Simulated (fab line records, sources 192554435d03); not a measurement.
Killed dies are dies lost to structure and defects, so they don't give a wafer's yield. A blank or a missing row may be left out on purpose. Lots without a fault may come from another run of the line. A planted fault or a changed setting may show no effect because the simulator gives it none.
One fault seen from 3 desks | flow n5_finfet | each desk has only its own numbers; what lay behind them comes last

THE TOOL OWNER'S DESK: ald_sin-03
The tool's own readings at N5_DUMMY_GATE_ALD_02 (deposits SiO2, target thk 2 nm, pulse time 1 s): means of the sampled wafers that have a number, for each lot that ran on this tool. A lot is out of limits, marked OUT, if its mean lies more than 4 standard deviations from the usual mean; the brackets give that distance.
Columns: A = heater_power_w at N5_DUMMY_GATE_ALD_02, usual 450 W; B = precursor_pulse_height_rel at N5_DUMMY_GATE_ALD_02, usual 1.000; C = susceptor_temp_C at N5_DUMMY_GATE_ALD_02, usual 300.00 C
lot  | first seen here | A   | B     | C
L542 | day 2 18:26     | 449 | 0.977 | 300.05
L546 | day 3 20:35     | 389 | 1.013 | 290.89 (-51) OUT
L548 | day 4 10:24     | 365 | 1.031 | 291.01 (-50) OUT
L563 | day 8 03:33     | 424 | 0.992 | 299.72
This desk's finding: out of limits on L546, L548; first on L546, day 3 20:35 (susceptor_temp_C at N5_DUMMY_GATE_ALD_02). In limits: L542, L563.

THE METROLOGY DESK
What the gauges read, lot by lot, whatever tool the lot ran on: means of the sampled wafers that have a number. A lot is out of limits, marked OUT, if its mean lies more than 4 standard deviations from the usual mean; the brackets give that distance. Of its 10 readings 7 are shown: those that lie furthest out on some lot.
Columns: A = DIBL_N at N5_BEOL_M4_RC_MEAS_101, usual 35.9 mV/V; B = IOFF_N at N5_BEOL_M4_RC_MEAS_101, usual 0.149 nA/um; C = IOFF_P at N5_BEOL_M4_RC_MEAS_101, usual 0.20 nA/um; D = ION_N at N5_BEOL_M4_RC_MEAS_101, usual 671 uA/um; E = ION_P at N5_BEOL_M4_RC_MEAS_101, usual 460 uA/um; F = SS_N at N5_BEOL_M4_RC_MEAS_101, usual 71.4 mV/dec; G = VT_P at N5_BEOL_M4_RC_MEAS_101, usual -251 mV
lot  | first seen here | A    | B     | C    | D   | E   | F    | G
L541 | day 7 21:37     | 34.6 | 0.124 | 0.15 | 658 | 450 | 70.4 | -257
L542 | day 7 22:20     | 35.7 | 0.145 | 0.20 | 669 | 459 | 71.0 | -250
L547 | day 9 04:26     | 36.2 | 0.149 | 0.18 | 664 | 452 | 71.6 | -255
L546 | day 9 07:43     | 35.5 | 0.133 | 0.17 | 670 | 458 | 71.0 | -252
L548 | day 9 13:25     | 36.4 | 0.153 | 0.22 | 672 | 467 | 71.5 | -248
L553 | day 10 17:42    | 36.3 | 0.152 | 0.18 | 669 | 455 | 71.0 | -255
L558 | day 12 09:48    | 36.7 | 0.151 | 0.20 | 661 | 455 | 72.3 | -254
L560 | day 12 17:01    | 34.9 | 0.131 | 0.19 | 658 | 456 | 71.4 | -250
L563 | day 13 12:37    | 38.2 | 0.190 | 0.25 | 687 | 470 | 71.7 | -247
This desk's finding: nothing out of limits on any of the 9 lots.

THE DEFECT DESK
What the inspections along the route counted, lot by lot: means of the sampled wafers that have a number. A lot is out of limits, marked OUT, if its mean lies more than 4 standard deviations from the usual mean; the brackets give that distance.
Columns: A = raw_defect_count at N5_STI_FIN_REVEAL_INSPECT_13, usual 12
lot  | first seen here | A
L541 | day 2 13:16     | 14
L542 | day 2 18:12     | 13
L546 | day 3 19:27     | 14
L547 | day 4 01:53     | 19
L548 | day 4 10:19     | 19
L553 | day 5 15:57     | 10
L558 | day 6 19:47     | 10
L560 | day 7 10:22     | 14
L563 | day 8 02:57     | 9
This desk's finding: nothing out of limits on any of the 9 lots.

PUT TOGETHER
The tool owner's desk could have raised an alarm at day 3 20:35, on L546, L548.
The metrology desk saw nothing out of limits.
The defect desk saw nothing out of limits.
The metrology desk has L546, L548 on record, within its limits.
The defect desk has L546, L548 on record, within its limits.
Of the lots named, all ran N5_DUMMY_GATE_ALD_02 on ald_sin-03.

WHAT THE SIMULATOR HAD PUT IN
Process parameter drift: ald_sin-03, from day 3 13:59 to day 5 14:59, at N5_DUMMY_GATE_ALD_02. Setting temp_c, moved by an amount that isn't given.
Lots struck among those shown: L546, L548.
Hours from the fault's start to each desk's first reading out of limits: the tool owner's desk, 7.
